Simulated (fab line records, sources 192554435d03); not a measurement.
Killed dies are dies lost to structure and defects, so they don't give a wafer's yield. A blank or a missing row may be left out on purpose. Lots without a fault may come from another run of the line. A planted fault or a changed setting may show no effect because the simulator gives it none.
A struck lot beside a sound one | flow n5_finfet | 38 steps out of a route of 1938
Sound: wafers L500.3, L500.4, L500.6. Struck: wafer L493.4. (L493.5 of the same lot was not struck and is left out.) The cause comes at the end.
At each step with rows: each side's tool, then ch and its chambers, then its first start. Under that, the readings that differ: sound wafers | struck wafers | difference of the means | sigmas: that difference in standard deviations of wafers without a fault.
alike: readings whose means differ by less than 2 such deviations, and words and numbers that are the same on both sides. not compared: withheld readings, readings that some wafer has no value for, bounds like >300 that may hide the same value, and numbers for which the record gives no deviation and whose values overlap.
The two part at a step that has a row with sigmas, a row that says differs or no value, or rows on one side only. Numbers that don't overlap but have no deviation are shown without sigmas and don't part them. A reading that every wafer of one side lacks parts them only if that side has two wafers or more.

first, 8 steps without rows for these wafers: N5_BEOL_M0_ECD_118 (material Cu, target thk 300 nm); N5_BEOL_M0_ANNEAL_119 (time 90 s); N5_BEOL_M0_CMP_120 (polishes, stops on SiOC, t overpolish 6.9 s); N5_BEOL_M0_PRE_CLEAN_131 (time 15 s); N5_BEOL_M0_CO_CAP_123 (material Co, precursor CCTBA/H2, target thk 2 nm, time 102.1 s); N5_BEOL_M0_PRE_CLEAN_124 (time 15 s); N5_BEOL_M0_DEP_125 (deposits SiCN from 3MS/NH3, target thk 8 nm, time 14 s); N5_BEOL_M1_ILD_DEP_00 (deposits SiOC from DEMS/O2, target thk 79 nm, time 15.3 s).
N5_BEOL_M1_PECVD_72: deposits SiO2 from TEOS/O2, target thk 16 nm, time 18 s.
  sound on pecvd-02 ch 0,1, day 10 11:19; struck on pecvd-03 ch 0, day 8 18:59
  reading                                    | sound        | struck | difference | sigmas
  model.SiO2_of_BEOL_M1_PECVD_72.thk_nm (nm) | 15.8 15.8 16 | 23.2   | +7.3       |
  alike: heater_power_w, showerhead_plenum_p_Torr, throttle_valve_pct
then, 25 steps without rows for these wafers: N5_BEOL_M1_HM_DEP_02 (deposits TiN, target thk 20 nm); N5_BEOL_M1_COAT_61 (time 60 s, resist thk 60 nm); N5_BEOL_M1_COAT_62 (time 60 s, resist thk 12 nm); N5_BEOL_M1_COAT_73 (time 60 s, resist thk 5 nm); N5_BEOL_M1_COAT_05 (resist thk 30 nm); N5_BEOL_M1_EBR_07; N5_BEOL_M1_SOFTBAKE_06 (time 60 s); N5_BEOL_M1_EXPOSE_08 (exposes mask M1); N5_BEOL_M1_PEB_09 (peb time 60 s); N5_BEOL_M1_DEVELOP_10 (develop time 30 s); N5_BEOL_M1_DESCUM_16 (chemistry O2, time 7 s); N5_BEOL_M1_ETCH_74 (etches underlayer in N2/H2, target depth 6.5 nm, time 5.2 s); N5_BEOL_M1_ETCH_63 (etches SiARC in CF4, target depth 15.6 nm, time 26 s); N5_BEOL_M1_ETCH_64 (etches SOC in N2/H2, target depth 75 nm, overetch 15 nm, time 112.5 s); N5_BEOL_M1_STRIP_65 (strips in N2/H2); N5_BEOL_M1_STRIP_75 (strips in N2/H2); N5_BEOL_M1_STRIP_66 (strips in CF4); N5_BEOL_M1_HM_OPEN_17 (chemistry Cl2/BCl3, target TiN, target depth 20 nm, overetch 6 nm); N5_BEOL_M1_STRIP_19 (strips in O2); N5_BEOL_M1_COAT_67 (time 60 s, resist thk 60 nm); N5_BEOL_M1_COAT_68 (time 60 s, resist thk 12 nm); N5_BEOL_M1_COAT_76 (time 60 s, resist thk 5 nm); N5_BEOL_M1_COAT_22 (resist thk 30 nm); N5_BEOL_M1_EBR_24; N5_BEOL_M1_SOFTBAKE_23 (time 60 s).
N5_BEOL_M1_HM_STRIP_39: strips TiN in peroxide tin strip, target depth 25 nm, time 158 s.
  sound on wet_bench-02 ch 0,1,4, day 11 04:25; struck on wet_bench-01 ch 0, day 9 03:27
  reading                                    | sound          | struck | difference | sigmas
  model.SiO2_of_BEOL_M1_PECVD_72.thk_nm (nm) | 15.6 15.8 15.8 | 23.2   | +7.5       |
  alike: bath_guard_temp_C
N5_BEOL_M1_CMP_52: polishes, stops on SiOC, t overpolish 6.8 s, target thk 40 nm.
  sound on cmp-04 ch 0,2,3, day 11 07:34; struck on cmp-04 ch 0, day 9 07:38
  reading                      | sound          | struck | difference | sigmas
  barrier_field_endpoint_s (s) | 24.3 24.3 24.8 | 34.3   | +9.8       | +15
  alike: motor_current_A
-- the record jumps here: 5 days lie between the struck wafers' starts before and after (it left off in module BEOL_M1 and takes up again in module BEOL_M4, whose first step shown is number 1111 of the route) --
N5_BEOL_M4_RC_MEAS_101:
  sound on prober-02 ch 0, day 17 01:40; struck on prober-01 ch 0, day 14 12:34
  alike: DIBL_N, DIBL_P, IOFF_N, IOFF_P, ION_N, ION_P, SS_N, SS_P, VT_N, VT_P
-- the record jumps here: 5 days lie between the struck wafers' starts before and after (it left off in module BEOL_M4 and takes up again in module PASSIVATION, whose first step shown is number 1936 of the route) --
N5_PASSIVATION_PROBE_49:
  sound on prober-01, day 21 18:35; struck on prober-01, day 19 03:11
  alike: defect_limited_yield, killed_at_M0_to_M3, killed_at_M4_up, killed_at_contacts, killed_at_front_end, killed_at_other, killed_dies, killed_open, killed_short, sort_bin_5_function, sort_bin_6_memory, sort_n_pass, sort_yield_pct

WHERE THEY PART
Only at N5_BEOL_M1_CMP_52, within this record. Later steps at which nothing parts them and some readings are alike: N5_BEOL_M4_RC_MEAS_101, N5_PASSIVATION_PROBE_49.

WHY: what the simulator had put in
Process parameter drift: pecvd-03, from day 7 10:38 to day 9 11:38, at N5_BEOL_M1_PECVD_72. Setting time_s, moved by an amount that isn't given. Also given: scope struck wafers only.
